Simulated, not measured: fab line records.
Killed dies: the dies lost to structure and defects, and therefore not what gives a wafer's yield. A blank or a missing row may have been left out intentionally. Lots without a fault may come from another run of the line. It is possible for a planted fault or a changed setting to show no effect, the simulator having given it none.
Which tool did it? || flow n5-finfet || 12 lots, 36 wafers sampled, at 4 steps of a route of 1938

WHAT THE GAUGES SHOWED, per wafer
N5_FIN_CUT_OVL_MEAS_09.
{"lot": "L075", "measured": "day 2 10:53", "on": "overlay-02", "FIN_CUT_OVL (nm)": "-0.5 -0.2 0.2"}
{"lot": "L077", "measured": "day 2 20:10", "on": "overlay-01", "FIN_CUT_OVL (nm)": "0.5 0.1 1.2"}
{"lot": "L079", "measured": "day 3 08:49", "on": "overlay-02", "FIN_CUT_OVL (nm)": "0.4 0.0 0.5"}
{"lot": "L081", "measured": "day 3 21:21", "on": "overlay-01", "FIN_CUT_OVL (nm)": "0.8 0.4 -0.4"}
{"lot": "L083", "measured": "day 4 10:42", "on": "overlay-01", "FIN_CUT_OVL (nm)": "-0.1 -0.7 0.2"}
{"lot": "L085", "measured": "day 4 21:56", "on": "overlay-02", "FIN_CUT_OVL (nm)": "-0.1 0.9 -0.2"}
{"lot": "L087", "measured": "day 5 09:56", "on": "overlay-01", "FIN_CUT_OVL (nm)": "0.6 0.6 -0.3"}
{"lot": "L089", "measured": "day 5 21:38", "on": "overlay-01", "FIN_CUT_OVL (nm)": "-0.1 -0.7 -0.4"}
{"lot": "L091", "measured": "day 6 08:58", "on": "overlay-02", "FIN_CUT_OVL (nm)": "0.4 0.8 -0.8"}
{"lot": "L093", "measured": "day 6 21:31", "on": "overlay-01", "FIN_CUT_OVL (nm)": "0.7 0.5 0.1"}
{"lot": "L095", "measured": "day 7 09:01", "on": "overlay-01", "FIN_CUT_OVL (nm)": "0.5 0.3 0.9"}
{"lot": "L097", "measured": "day 7 19:57", "on": "overlay-02", "FIN_CUT_OVL (nm)": "0.1 0.4 -0.3"}

WHAT TOOL EACH LOT RAN ON (gives the tool, then ch and the chambers of the sampled wafers, and finally the start)
{"lot": "L075", "N5_FIN_SAQP_MANDREL_ETCH_58": "rie-si-05 ch 0,2,3, day 2 07:00", "N5_FIN_SAQP_ETCH_69": "rie-diel-02 ch 0,1,3, day 2 07:32", "N5_FIN_SAQP_RECESS_71": "vapor-etch-01 ch 0,1, day 2 07:41"}
{"lot": "L077", "N5_FIN_SAQP_MANDREL_ETCH_58": "rie-si-05 ch 0,1,3, day 2 17:42", "N5_FIN_SAQP_ETCH_69": "rie-diel-02 ch 0,1,2, day 2 18:13", "N5_FIN_SAQP_RECESS_71": "vapor-etch-02 ch 0,1, day 2 18:23"}
{"lot": "L079", "N5_FIN_SAQP_MANDREL_ETCH_58": "rie-si-01 ch 0,2,3, day 3 06:29", "N5_FIN_SAQP_ETCH_69": "rie-diel-02 ch 1,2,3, day 3 07:00", "N5_FIN_SAQP_RECESS_71": "vapor-etch-01 ch 0,1, day 3 07:10"}
{"lot": "L081", "N5_FIN_SAQP_MANDREL_ETCH_58": "rie-si-05 ch 1,2, day 3 19:00", "N5_FIN_SAQP_ETCH_69": "rie-diel-06 ch 0,3, day 3 19:32", "N5_FIN_SAQP_RECESS_71": "vapor-etch-02 ch 0,1, day 3 19:41"}
{"lot": "L083", "N5_FIN_SAQP_MANDREL_ETCH_58": "rie-si-01 ch 0,1, day 4 07:03", "N5_FIN_SAQP_ETCH_69": "rie-diel-01 ch 1,2,3, day 4 07:40", "N5_FIN_SAQP_RECESS_71": "vapor-etch-02 ch 0,1, day 4 07:49"}
{"lot": "L085", "N5_FIN_SAQP_MANDREL_ETCH_58": "rie-si-05 ch 0,2,3, day 4 19:29", "N5_FIN_SAQP_ETCH_69": "rie-diel-01 ch 1,2,3, day 4 20:01", "N5_FIN_SAQP_RECESS_71": "vapor-etch-02 ch 0,1, day 4 20:11"}
{"lot": "L087", "N5_FIN_SAQP_MANDREL_ETCH_58": "rie-si-05 ch 1,2, day 5 06:38", "N5_FIN_SAQP_ETCH_69": "rie-diel-06 ch 1,3, day 5 08:02", "N5_FIN_SAQP_RECESS_71": "vapor-etch-01 ch 0,1, day 5 08:12"}
{"lot": "L089", "N5_FIN_SAQP_MANDREL_ETCH_58": "rie-si-01 ch 0,1,2, day 5 19:22", "N5_FIN_SAQP_ETCH_69": "rie-diel-01 ch 1,2,3, day 5 19:54", "N5_FIN_SAQP_RECESS_71": "vapor-etch-02 ch 0,1, day 5 20:04"}
{"lot": "L091", "N5_FIN_SAQP_MANDREL_ETCH_58": "rie-si-05 ch 0,1,3, day 6 06:32", "N5_FIN_SAQP_ETCH_69": "rie-diel-06 ch 2,3, day 6 07:05", "N5_FIN_SAQP_RECESS_71": "vapor-etch-02 ch 0,1, day 6 07:15"}
{"lot": "L093", "N5_FIN_SAQP_MANDREL_ETCH_58": "rie-si-01 ch 0,2,3, day 6 18:40", "N5_FIN_SAQP_ETCH_69": "rie-diel-02 ch 0,1,2, day 6 19:13", "N5_FIN_SAQP_RECESS_71": "vapor-etch-01 ch 0,1, day 6 19:23"}
{"lot": "L095", "N5_FIN_SAQP_MANDREL_ETCH_58": "rie-si-05 ch 0,2,3, day 7 06:31", "N5_FIN_SAQP_ETCH_69": "rie-diel-06 ch 0,2,3, day 7 07:03", "N5_FIN_SAQP_RECESS_71": "vapor-etch-02 ch 0,1, day 7 07:13"}
{"lot": "L097", "N5_FIN_SAQP_MANDREL_ETCH_58": "rie-si-04 ch 1,2,3, day 7 17:34", "N5_FIN_SAQP_ETCH_69": "rie-diel-06 ch 1,3, day 7 18:06", "N5_FIN_SAQP_RECESS_71": "vapor-etch-02 ch 1, day 7 18:16"}
- N5_FIN_SAQP_MANDREL_ETCH_58: etches a-Si in HBr/Cl2, stops on SiNx, target depth 45 nm, bt time 10 s, time 27 s.
- N5_FIN_SAQP_ETCH_69: etches SOC in N2/H2, stops on SiNx, target depth 150 nm.
- N5_FIN_SAQP_RECESS_71: chemistry HF/NH3, target SiO2, target depth 3 nm, afs cycles 1, sublimation time 60 s.

THE ANSWER, worked out from the rows above alone
Rule: the lots themselves supply what counts as usual. Put in order of their means at a reading, lots are off if they are a third of the lots or fewer, leave a main group of 4 or more, and stand apart from it by a gap of 3 or more times the standard deviation of the main group's means; of several such gaps the widest counts. The tables above print the reading to a certain number of digits; a main group whose means all agree to those digits is not used. A lot without any number at a reading at which 4 lots or more have one is off too. Any other lot the step has rows for is counted as sound.
No lot is off at any reading shown: from this, nothing can be told.

WHAT THE SIMULATOR HAD INSERTED
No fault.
